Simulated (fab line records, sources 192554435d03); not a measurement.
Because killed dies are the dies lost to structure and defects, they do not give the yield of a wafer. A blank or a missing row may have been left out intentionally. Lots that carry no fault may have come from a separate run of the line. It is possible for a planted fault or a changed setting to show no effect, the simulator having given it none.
fab line records -- flow n5_finfet
record: lots: 9, wafers: 27, last_day: 18
route steps=1938 shown BEOL_M3@997 BEOL_M4@1036 PASSIVATION@1936
lots untouched by any fault: they come from a run of this same line in which no faults occurred
start_h: the number of hours between the record's first day and the start of the first shown wafer of the lot -- wait_h: time in hours since the lot's previous step -- " repeats the value in the row above -- L1.1+2: several wafers, shown together as one row -- - no value, or no start given -- * or withheld: withheld -- < > ~ a bound
route shown NAME@n: a module of which the file shows steps, and the number in the route of the first -- usual: average and standard deviation across the fault-free wafers -- same: alike in all rows -- chamber/n: place in a boat -- sites: readings site by site -- _std_site: their standard deviation -- _edge_site: mean of outer sites minus mean of inner sites -- radius_mm: how far each site lies from the wafer's centre -- mask NAME#n: copy n -- behind: the most recent tool/chamber to have shaped the wafer -- hold: why the lot was held/for how many hours/how that ended -- device: names the non-switching transistor (n, p or np) -- end of line: the route-end tests of the same wafers -- where a step has no rows: the recipe by itself -- killed: dies that structure and defects cost at the first sort, which is not the same as the wafer's yield -- map: a wafer's dies, marking killed ones x, the rest . and places with no die _
set.NAME: the run value of the setting; set.NAME@STEP: its run value at that earlier step -- model.NAME: the simulator's own value behind a step, which no gauge read
route steps across a sampled set of lots; one table per step, one row per wafer
services: a tool's chamber out of use, with start hour (start_h, from the record's first day; less than 0 if before it), hours out, and reason
== steps ==
step: N5_BEOL_M3_ANNEAL_80
recipe: temp_c: 400, time_s: 240, ambient: vacuum
usual: heater_power_w: 834/92, susceptor_temp_C: 400.00/0.2
lot.wafer,tool,chamber,start_h,wait_h,heater_power_w,susceptor_temp_C
L972.2,pvd_sputter-02,-,157.41,0.0,976,400.10
L972.3,pvd_sputter-02,-,157.41,0.0,1036,400.33
L972.4,pvd_sputter-02,-,157.41,0.0,809,399.75
L974.1,pvd_sputter-03,-,162.31,0.0,817,399.86
L974.2,pvd_sputter-03,-,162.31,0.0,772,399.97
L974.5,pvd_sputter-03,-,162.31,0.0,759,399.91
L977.2,pvd_sputter-01,-,189.06,0.0,816,400.11
L977.3,pvd_sputter-01,-,189.06,0.0,705,400.10
L977.6,pvd_sputter-01,-,189.06,0.0,687,399.59
L987.2,pvd_sputter-02,-,247.32,0.0,773,399.81
L987.3,pvd_sputter-02,-,247.32,0.0,999,400.15
L987.6,pvd_sputter-02,-,247.32,0.0,960,399.80
L988.2,pvd_sputter-03,-,247.61,0.0,679,400.32
L988.3,pvd_sputter-03,-,247.61,0.0,772,400.10
L988.5,pvd_sputter-03,-,247.61,0.0,787,400.08
L989.1,pvd_sputter-02,-,252.26,0.0,987,399.78
L989.4,pvd_sputter-02,-,252.26,0.0,889,400.38
L989.5,pvd_sputter-02,-,252.26,0.0,992,399.88
L991.3,pvd_sputter-03,-,260.80,0.0,784,399.57
L991.5,pvd_sputter-03,-,260.80,0.0,844,399.88
L991.6,pvd_sputter-03,-,260.80,0.0,791,399.70
L993.2,pvd_sputter-03,-,286.51,0.0,794,400.20
L993.4,pvd_sputter-03,-,286.51,0.0,844,399.99
L993.6,pvd_sputter-03,-,286.51,0.0,785,400.00
L995.2,pvd_sputter-01,-,294.12,0.0,813,400.20
L995.4,pvd_sputter-01,-,294.12,0.0,864,400.36
L995.5,pvd_sputter-01,-,294.12,0.0,799,399.53
step: N5_BEOL_M3_ANNEAL_95
recipe: temp_c: 400, time_s: 240, ambient: vacuum
usual: heater_power_w: 837/94, susceptor_temp_C: 399.98/0.23
lot.wafer,tool,chamber,start_h,wait_h,heater_power_w,susceptor_temp_C
L972.2,pvd_sputter-02,-,158.73,0.0,991,400.03
L972.3,pvd_sputter-02,-,158.73,0.0,1005,400.04
L972.4,pvd_sputter-02,-,158.73,0.0,804,399.85
L974.1,pvd_sputter-03,-,163.63,0.0,832,400.22
L974.2,pvd_sputter-03,-,163.63,0.0,796,399.97
L974.5,pvd_sputter-03,-,163.63,0.0,769,400.49
L977.2,pvd_sputter-01,-,190.38,0.0,811,399.74
L977.3,pvd_sputter-01,-,190.38,0.0,682,400.20
L977.6,pvd_sputter-01,-,190.38,0.0,697,400.52
L987.2,pvd_sputter-02,-,248.64,0.0,789,399.64
L987.3,pvd_sputter-02,-,248.64,0.0,1047,399.86
L987.6,pvd_sputter-02,-,248.64,0.0,998,400.16
L988.2,pvd_sputter-03,-,248.93,0.0,686,400.20
L988.3,pvd_sputter-03,-,248.93,0.0,781,400.15
L988.5,pvd_sputter-03,-,248.93,0.0,771,399.99
L989.1,pvd_sputter-02,-,253.58,0.0,995,399.68
L989.4,pvd_sputter-02,-,253.58,0.0,869,399.79
L989.5,pvd_sputter-02,-,253.58,0.0,994,400.20
L991.3,pvd_sputter-03,-,262.12,0.0,788,399.98
L991.5,pvd_sputter-03,-,262.12,0.0,862,399.92
L991.6,pvd_sputter-03,-,262.12,0.0,775,399.86
L993.2,pvd_sputter-03,-,287.83,0.0,795,399.65
L993.4,pvd_sputter-03,-,287.83,0.0,859,400.06
L993.6,pvd_sputter-03,-,287.83,0.0,792,399.46
L995.2,pvd_sputter-01,-,295.44,0.0,795,400.30
L995.4,pvd_sputter-01,-,295.44,0.0,865,400.02
L995.5,pvd_sputter-01,-,295.44,0.0,808,399.90
step: N5_BEOL_M3_SPUTTER_96
recipe: material: Cu, target_thk_a: 45, temp_c: -20, chamber_pressure_pa: 0.07, power_w: withheld, time_s: 8.29
usual: substrate_temp_c: -20.00/0.1, susceptor_temp_C: -20.01/0.099, throttle_valve_pct: 30.2/1.2
lot.wafer,tool,chamber,start_h,wait_h,substrate_temp_c,susceptor_temp_C,throttle_valve_pct
L972.2,pvd_sputter-02,-,158.87,0.1,-20.09,-19.93,30.6
L972.3,pvd_sputter-02,-,158.87,0.1,-20.04,-19.96,32.6
L972.4,pvd_sputter-02,-,158.87,0.1,-19.95,-20.04,30.1
L974.1,pvd_sputter-03,-,163.77,0.1,-19.87,-19.99,30.0
L974.2,pvd_sputter-03,-,163.77,0.1,-20.02,-20.23,30.7
L974.5,pvd_sputter-03,-,163.77,0.1,-20.10,-20.21,30.5
L977.2,pvd_sputter-01,-,190.52,0.1,-19.98,-19.95,29.9
L977.3,pvd_sputter-01,-,190.52,0.1,-19.94,-20.12,29.5
L977.6,pvd_sputter-01,-,190.52,0.1,-20.02,-20.00,29.6
L987.2,pvd_sputter-02,-,248.78,0.1,-19.95,-19.99,30.1
L987.3,pvd_sputter-02,-,248.78,0.1,-19.91,-20.01,33.1
L987.6,pvd_sputter-02,-,248.78,0.1,-20.06,-20.08,30.7
L988.2,pvd_sputter-03,-,249.07,0.1,-20.04,-20.01,31.0
L988.3,pvd_sputter-03,-,249.07,0.1,-19.95,-20.11,30.3
L988.5,pvd_sputter-03,-,249.07,0.1,-20.00,-20.00,30.5
L989.1,pvd_sputter-02,-,253.72,0.1,-20.09,-20.01,32.9
L989.4,pvd_sputter-02,-,253.72,0.1,-20.13,-19.90,28.2
L989.5,pvd_sputter-02,-,253.72,0.1,-19.99,-19.88,30.4
L991.3,pvd_sputter-03,-,262.26,0.1,-19.94,-20.01,30.3
L991.5,pvd_sputter-03,-,262.26,0.1,-20.06,-20.00,29.2
L991.6,pvd_sputter-03,-,262.26,0.1,-19.97,-19.92,30.4
L993.2,pvd_sputter-03,-,287.97,0.1,-20.09,-20.06,29.7
L993.4,pvd_sputter-03,-,287.97,0.1,-19.97,-19.97,29.0
L993.6,pvd_sputter-03,-,287.97,0.1,-20.14,-20.16,30.5
L995.2,pvd_sputter-01,-,295.58,0.1,-19.99,-20.02,29.7
L995.4,pvd_sputter-01,-,295.58,0.1,-19.83,-20.03,30.5
L995.5,pvd_sputter-01,-,295.58,0.1,-19.99,-20.06,29.7
step: N5_BEOL_M3_PRE_CLEAN_60
recipe: gas: NH3/H2, time_s: 15, temp_c: *, rf_power_w: 300
usual: heater_power_w: 100/27, susceptor_temp_C: *
lot.wafer,tool,chamber,start_h,wait_h,heater_power_w,susceptor_temp_C
L972.2,cvd_co-01,2,159.87,0.0,90,*
L972.3,cvd_co-01,1,159.87,0.0,152,*
L972.4,cvd_co-01,0,159.87,0.0,78,*
L974.1,cvd_co-02,0,164.66,0.1,80,*
L974.2,cvd_co-02,1,164.66,0.1,83,*
L974.5,cvd_co-02,2,164.66,0.1,111,*
L977.2,cvd_co-01,0,191.34,0.0,76,*
L977.3,cvd_co-01,1,191.34,0.0,151,*
L977.6,cvd_co-01,2,191.34,0.0,88,*
L987.2,cvd_co-02,0,249.62,0.0,83,*
L987.3,cvd_co-02,1,249.62,0.0,85,*
L987.6,cvd_co-02,0,249.62,0.0,81,*
L988.2,cvd_co-01,1,249.91,0.0,152,*
L988.3,cvd_co-01,0,249.91,0.0,76,*
L988.5,cvd_co-01,0,249.91,0.0,78,*
L989.1,cvd_co-01,2,254.54,0.0,87,*
L989.4,cvd_co-01,2,254.54,0.0,88,*
L989.5,cvd_co-01,1,254.54,0.0,151,*
L991.3,cvd_co-01,0,263.16,0.1,78,*
L991.5,cvd_co-01,0,263.16,0.1,78,*
L991.6,cvd_co-01,2,263.16,0.1,88,*
L993.2,cvd_co-01,0,288.95,0.2,77,*
L993.4,cvd_co-01,0,288.95,0.2,77,*
L993.6,cvd_co-01,1,288.95,0.2,148,*
L995.2,cvd_co-02,2,296.45,0.1,115,*
L995.4,cvd_co-02,1,296.45,0.1,89,*
L995.5,cvd_co-02,0,296.45,0.1,83,*
step: N5_BEOL_M3_INSPECT_59
recipe: inspect_instrument: darkfield, mode: post_dep
usual: raw_defect_count: 68/24
lot.wafer,tool,chamber,start_h,wait_h,raw_defect_count
L972.2,defect_inspect-02,-,160.12,0.0,77
L972.3,defect_inspect-02,-,160.12,0.0,42
L972.4,defect_inspect-02,-,160.12,0.0,57
L974.1,defect_inspect-01,-,164.91,0.0,38
L974.2,defect_inspect-01,-,164.91,0.0,38
L974.5,defect_inspect-01,-,164.91,0.0,46
L977.2,defect_inspect-02,-,191.60,0.0,578
L977.3,defect_inspect-02,-,191.60,0.0,95
L977.6,defect_inspect-02,-,191.60,0.0,58
L987.2,defect_inspect-01,-,249.87,0.0,95
L987.3,defect_inspect-01,-,249.87,0.0,65
L987.6,defect_inspect-01,-,249.87,0.0,52
L988.2,defect_inspect-02,-,250.16,0.0,35
L988.3,defect_inspect-02,-,250.16,0.0,60
L988.5,defect_inspect-02,-,250.16,0.0,54
L989.1,defect_inspect-02,-,254.82,0.0,76
L989.4,defect_inspect-02,-,254.82,0.0,67
L989.5,defect_inspect-02,-,254.82,0.0,75
L991.3,defect_inspect-02,-,263.44,0.0,86
L991.5,defect_inspect-02,-,263.44,0.0,110
L991.6,defect_inspect-02,-,263.44,0.0,162
L993.2,defect_inspect-01,-,289.20,0.0,77
L993.4,defect_inspect-01,-,289.20,0.0,49
L993.6,defect_inspect-01,-,289.20,0.0,76
L995.2,defect_inspect-02,-,296.70,0.0,133
L995.4,defect_inspect-02,-,296.70,0.0,70
L995.5,defect_inspect-02,-,296.70,0.0,92
step: N5_BEOL_M4_INSPECT_13
recipe: mode: adi, inspect_instrument: brightfield
usual: raw_defect_count: 414/90
lot.wafer,tool,chamber,start_h,wait_h,raw_defect_count
L972.2,defect_inspect-02,-,160.92,0.0,402
L972.3,defect_inspect-02,-,160.92,0.0,374
L972.4,defect_inspect-02,-,160.92,0.0,379
L974.1,defect_inspect-02,-,165.79,0.1,408
L974.2,defect_inspect-02,-,165.79,0.1,305
L974.5,defect_inspect-02,-,165.79,0.1,426
L977.2,defect_inspect-01,-,192.60,0.0,1061
L977.3,defect_inspect-01,-,192.60,0.0,517
L977.6,defect_inspect-01,-,192.60,0.0,403
L987.2,defect_inspect-02,-,251.38,0.0,603
L987.3,defect_inspect-02,-,251.38,0.0,520
L987.6,defect_inspect-02,-,251.38,0.0,460
L988.2,defect_inspect-02,-,251.48,0.0,320
L988.3,defect_inspect-02,-,251.48,0.0,313
L988.5,defect_inspect-02,-,251.48,0.0,376
L989.1,defect_inspect-01,-,255.52,0.1,332
L989.4,defect_inspect-01,-,255.52,0.1,291
L989.5,defect_inspect-01,-,255.52,0.1,404
L991.3,defect_inspect-02,-,265.89,0.0,454
L991.5,defect_inspect-02,-,265.89,0.0,527
L991.6,defect_inspect-02,-,265.89,0.0,512
L993.2,defect_inspect-02,-,291.54,0.0,450
L993.4,defect_inspect-02,-,291.54,0.0,326
L993.6,defect_inspect-02,-,291.54,0.0,424
L995.2,defect_inspect-01,-,297.81,0.0,381
L995.4,defect_inspect-01,-,297.81,0.0,418
L995.5,defect_inspect-01,-,297.81,0.0,331
step: N5_BEOL_M4_RC_MEAS_101
usual: DIBL_N: 36.4/1.4, DIBL_P: 36.3/1.8, IOFF_N: 0.163/0.024, IOFF_P: 0.21/0.034, ION_N: 673/11, ION_P: 461/7.4, SS_N: 71.6/0.52, SS_P: 73.3/0.58, VT_N: 249.4/2.5, VT_P: -250/3.5
lot.wafer,tool,chamber,start_h,wait_h,DIBL_N[mV/V],DIBL_P[mV/V],IOFF_N[nA/um],IOFF_P[nA/um],ION_N[uA/um],ION_P[uA/um],SS_N[mV/dec],SS_P[mV/dec],VT_N[mV],VT_P[mV]
L972.2,prober-02,0,168.13,0.2,36.6,36.5,0.169,0.20,686,462,70.9,72.7,248.1,-253
L972.3,prober-02,0,168.13,0.2,35.5,34.1,0.153,0.18,669,451,70.7,72.3,248.6,-252
L972.4,prober-02,0,168.13,0.2,36.9,37.0,0.187,0.21,699,465,71.5,73.4,246.2,-252
L974.1,prober-01,0,175.17,0.0,37.2,38.0,0.170,0.25,663,456,71.9,73.8,245.9,-246
L974.2,prober-01,0,175.17,0.0,37.2,37.4,0.169,0.24,668,462,71.2,73.4,249.0,-248
L974.5,prober-01,0,175.17,0.0,37.5,38.2,0.181,0.24,666,459,71.9,73.8,246.9,-248
L977.2,prober-01,0,201.78,0.2,37.5,38.4,0.198,0.24,678,458,72.5,74.3,247.3,-249
L977.3,prober-01,0,201.78,0.2,39.0,39.6,0.209,0.26,679,460,72.6,74.2,246.0,-252
L977.6,prober-01,0,201.78,0.2,37.6,38.6,0.190,0.24,682,469,71.7,73.8,248.4,-249
L987.2,prober-01,0,260.35,0.2,35.4,36.8,0.153,0.22,674,461,71.8,72.6,250.4,-249
L987.3,prober-01,0,260.35,0.2,34.9,35.6,0.145,0.20,648,450,71.6,73.0,251.5,-251
L987.6,prober-01,0,260.35,0.2,36.1,36.5,0.154,0.21,666,458,71.9,73.0,252.0,-251
L988.2,prober-02,0,261.20,0.2,37.7,35.9,0.174,0.21,663,451,72.5,73.4,252.2,-249
L988.3,prober-02,0,261.20,0.2,35.0,33.7,0.124,0.17,661,455,71.4,73.3,254.1,-250
L988.5,prober-02,0,261.20,0.2,35.7,33.7,0.138,0.17,653,448,71.8,72.7,252.6,-256
L989.1,prober-01,0,266.60,0.0,36.4,37.2,0.175,0.22,676,461,71.5,73.4,248.3,-248
L989.4,prober-01,0,266.60,0.0,34.9,35.6,0.147,0.19,683,465,70.5,72.6,248.1,-251
L989.5,prober-01,0,266.60,0.0,35.2,36.2,0.153,0.19,682,468,70.8,72.1,249.0,-251
L991.3,prober-02,0,283.50,0.3,37.2,37.3,0.153,0.21,674,457,72.6,73.9,250.4,-250
L991.5,prober-02,0,283.50,0.3,36.8,36.7,0.150,0.20,665,459,71.8,73.5,252.3,-251
L991.6,prober-02,0,283.50,0.3,36.7,37.1,0.156,0.21,679,463,71.8,73.9,251.0,-253
L993.2,prober-02,0,303.23,0.2,35.1,34.8,0.137,0.19,665,460,70.9,73.0,250.8,-250
L993.4,prober-02,0,303.23,0.2,36.0,35.2,0.146,0.20,666,455,71.1,72.9,251.1,-250
L993.6,prober-02,0,303.23,0.2,35.1,35.0,0.142,0.20,662,456,70.9,72.6,248.0,-248
L995.2,prober-01,0,306.09,0.2,37.4,35.5,0.158,0.23,674,466,71.0,73.2,249.3,-247
L995.4,prober-01,0,306.09,0.2,40.3,38.7,0.217,0.30,691,465,72.4,73.9,245.3,-242
L995.5,prober-01,0,306.09,0.2,36.6,33.9,0.146,0.22,656,458,71.6,72.1,254.2,-247
step: N5_PASSIVATION_PROBE_49
usual: defect_limited_yield: 91.4/1.6, killed_at_M0_to_M3: 34/12, killed_at_M4_up: 13/5.2, killed_at_contacts: 11/5.5, killed_at_front_end: 40/13, killed_at_other: 3.4/2.7, killed_dies: 102/19, killed_open: 66/15, killed_short: 33/7.9, sort_bin_5_function: 5.1/1.1, sort_bin_6_memory: 3.2/0.7, sort_n_pass: 1078/19, sort_yield_pct: 91.4/1.6
same: gross_dies: 1180, killed_at_back_side: 0, sort_bin_4_leakage[%]: 0, sort_bin_8_speed[%]: 0
lot.wafer,tool,chamber,start_h,wait_h,defect_limited_yield[%],killed_at_M0_to_M3,killed_at_M4_up,killed_at_contacts,killed_at_front_end,killed_at_other,killed_dies,killed_open,killed_short,sort_bin_5_function[%],sort_bin_6_memory[%],sort_n_pass,sort_yield_pct[%]
L977.2,prober-01,-,302.38,0.1,83.9,134,7,4,38,7,190,41,36,10.3,4.3,990,83.9
L977.3,prober-01,-,302.43,0.1,91.0,49,9,8,39,1,106,79,27,6.0,2.8,1074,91.0
L977.6,prober-01,-,302.58,0.3,93.6,29,15,6,23,2,75,40,34,3.4,2.8,1105,93.6
killed by level:class
L977.2 BEOL_M3:unspecified=113 BEOL_M0_SAQP:geometric_particle:short=9 FIN_SAQP:geometric_particle:short=7 STI_FIN_REVEAL:geometric_particle:open=7 BEOL_M0_SAQP:geometric_particle:open=5 FIN_SAQP:geometric_particle:open=4 GATE_CUT:geometric_particle:short=4 MOL_CONTACT_COAG:geometric_particle:open=4
L977.3 FIN_SAQP:geometric_particle:open=18 BEOL_M0_SAQP:geometric_particle:open=18 BEOL_M0_SAQP:geometric_particle:short=12 FIN_SAQP:geometric_particle:short=7 MOL_CONTACT_COAG:geometric_particle:open=7 BEOL_M3:geometric_particle:open=6 BEOL_M1:geometric_particle:open=5 BEOL_M2:geometric_particle:open=5
L977.6 BEOL_M0_SAQP:geometric_particle:short=11 BEOL_M0_SAQP:geometric_particle:open=8 BEOL_M4:geometric_particle:open=6 FIN_SAQP:geometric_particle:short=4 STI_FIN_REVEAL:geometric_particle:open=4 GATE_CUT:geometric_particle:short=4 MOL_CONTACT_COAG:geometric_particle:open=4 FIN_SAQP:geometric_particle:open=3
== services ==
tool,chamber,start_h,hours,kind
pvd_sputter-03,-,134.61,4.0,repair
cvd_co-01,-,136.95,16.5,repair
cvd_co-01,-,206.43,0.5,repair
== key ==
first_sign: step: N5_BEOL_M3_INSPECT_59, reading: raw_defect_count, direction: up, sigmas: 21, usual: 68, struck: 578
effect: step: N5_BEOL_M4_INSPECT_13, reading: raw_defect_count, direction: up, sigmas: 7.2, usual: 414, struck: 1061
effect: step: N5_PASSIVATION_PROBE_49, reading: killed_at_M0_to_M3, direction: up, sigmas: 8.4, usual: 34, struck: 134
more_kills_born_at: N5_BEOL_M3_PRE_CLEAN_60@cvd_co-01: 113
met_at N5_BEOL_M3_PRE_CLEAN_60
struck_lots L977
struck_wafers L977.2
not_acting_at N5_BEOL_M3_ANNEAL_80,N5_BEOL_M3_ANNEAL_95,N5_BEOL_M3_SPUTTER_96
onset_between 159.87 191.34
fault: kind: chamber_particle_source, tool: cvd_co-01, chamber: 0, onset_h: 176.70, steps: N5_BEOL_M3_PRE_CLEAN_60, rate_per_visit_cm2: 0.71778, end_h: 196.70
